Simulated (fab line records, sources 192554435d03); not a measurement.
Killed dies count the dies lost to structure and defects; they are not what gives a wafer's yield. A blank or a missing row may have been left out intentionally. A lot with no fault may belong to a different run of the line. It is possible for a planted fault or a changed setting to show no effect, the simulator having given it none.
A struck lot beside a sound one + flow n5Finfet + 15 steps out of a route of 1938
Sound: wafers L960.1, L960.4, L960.5. Struck: wafer L956.1; the same lot's L956.4 was not struck, so it is left out; see the end for the cause.
Each step with rows lists, per side, the tool, then ch with its chambers, then its first start. Under that, the readings that differ: sound wafers + struck wafers + difference of the means + sigmas: that difference in standard deviations of wafers without a fault.
alike: words and numbers the same on both sides, and readings whose means are apart by under 2 such deviations; not compared: readings that were withheld, readings missing a value for some wafer, numbers with overlapping values and no deviation given by the record, and bounds like >300 which may hide the same value.
The two part at a step that has a row with sigmas, a row that says differs or no value, or rows on one side only. Non-overlapping numbers with no deviation appear without sigmas and do not part them. A reading that every wafer of one side lacks parts them only if that side has two wafers or more.

N5_BEOL_M7_CURE_75: cures SiCOH lowk, time 120 s.
  sound on uvCure-03 ch 1, day 14 07:26; struck on uvCure-03 ch 2, day 14 05:41
  alike: lampPowerPct, wafer_temp_C_max
then, 1 step without rows for these wafers: N5_BEOL_M7_DEGAS_44 (time 60 s).
N5_BEOL_M7_PRE_CLEAN_45: time 30 s.
  sound: pvdSputter-02 at day 14 08:09; struck: pvdSputter-03 at day 14 07:01
  alike: heaterPowerW
N5_BEOL_M7_ALD_77: deposits TaN, target thk 2 nm, pulse time 2 s, purge time 3 s.
  sound on aldMetal-01 ch 1,2, day 14 08:13; struck on aldMetal-01 ch 0, day 14 07:07
  alike: heaterPowerW
N5_BEOL_M7_SURFACE_TREAT_79:
  sound: pvdSputter-01 at day 14 08:31; struck: pvdSputter-03 at day 14 07:27
  alike: arFlowSccm
  not compared: throttleValvePct
then, 1 step without rows for these wafers: N5_BEOL_M7_CVD_78 (deposits Co from CCTBA/H2, target thk 2 nm, time 142.3 s).
N5_BEOL_M7_SPUTTER_48: material Cu, target thk 10 nm, time 1.667 s.
  sound: pvdSputter-02 at day 14 08:46; struck: pvdSputter-03 at day 14 07:41
| reading            | sound                | struck | difference | sigmas |
|--------------------|----------------------|--------|------------|--------|
| substrateTempC (C) | -19.94 -19.99 -20.02 | -20.31 | -0.33      | -3     |
  alike: throttleValvePct
then, 3 steps without rows for these wafers: N5_BEOL_M7_ECD_50 (material Cu, target thk 300 nm); N5_BEOL_M7_ANNEAL_51 (time 90 s); N5_BEOL_M7_CMP_52 (polishes, stops on SiCOH lowk, t overpolish 6.9 s, target thk 80 nm).
N5_BEOL_M7_THK_MEAS_53: measures by xrf.
  sound: filmMetro-02 at day 14 09:34; struck: filmMetro-02 at day 14 08:29
  alike: M7_THK
then, 1 step without rows for these wafers: N5_BEOL_M7_PRE_CLEAN_55 (time 15 s).
N5_BEOL_M7_DEP_56: deposits SiCN from 3MS/NH3, target thk 10 nm, time 17.5 s.
  sound on pecvd-04 ch 0,1,2, day 14 09:38; struck on pecvd-02 ch 1, day 14 08:34
| reading                                 | sound          | struck | difference | sigmas |
|-----------------------------------------|----------------|--------|------------|--------|
| model.SiCN_of_BEOL_M7_DEP_56.thkNm (nm) | 10.2 10.4 10.2 | 18.4   | +8.1       |        |
  alike: showerheadPlenumPTorr, throttleValvePct
N5_BEOL_M7_RS_MEAS_57: the measuring method here is four-point-probe.
  sound: filmMetro-01 at day 14 09:43; struck: filmMetro-01 at day 14 08:37
  alike: M7_RS
N5_PASSIVATION_PROBE_49:
  sound wafers here have rows in the record (prober-01, day 17 20:29); struck ones have none

## WHERE THEY PART
At N5_BEOL_M7_SPUTTER_48 first; at N5_PASSIVATION_PROBE_49 last (within this record only).

WHY: what the simulator had put in
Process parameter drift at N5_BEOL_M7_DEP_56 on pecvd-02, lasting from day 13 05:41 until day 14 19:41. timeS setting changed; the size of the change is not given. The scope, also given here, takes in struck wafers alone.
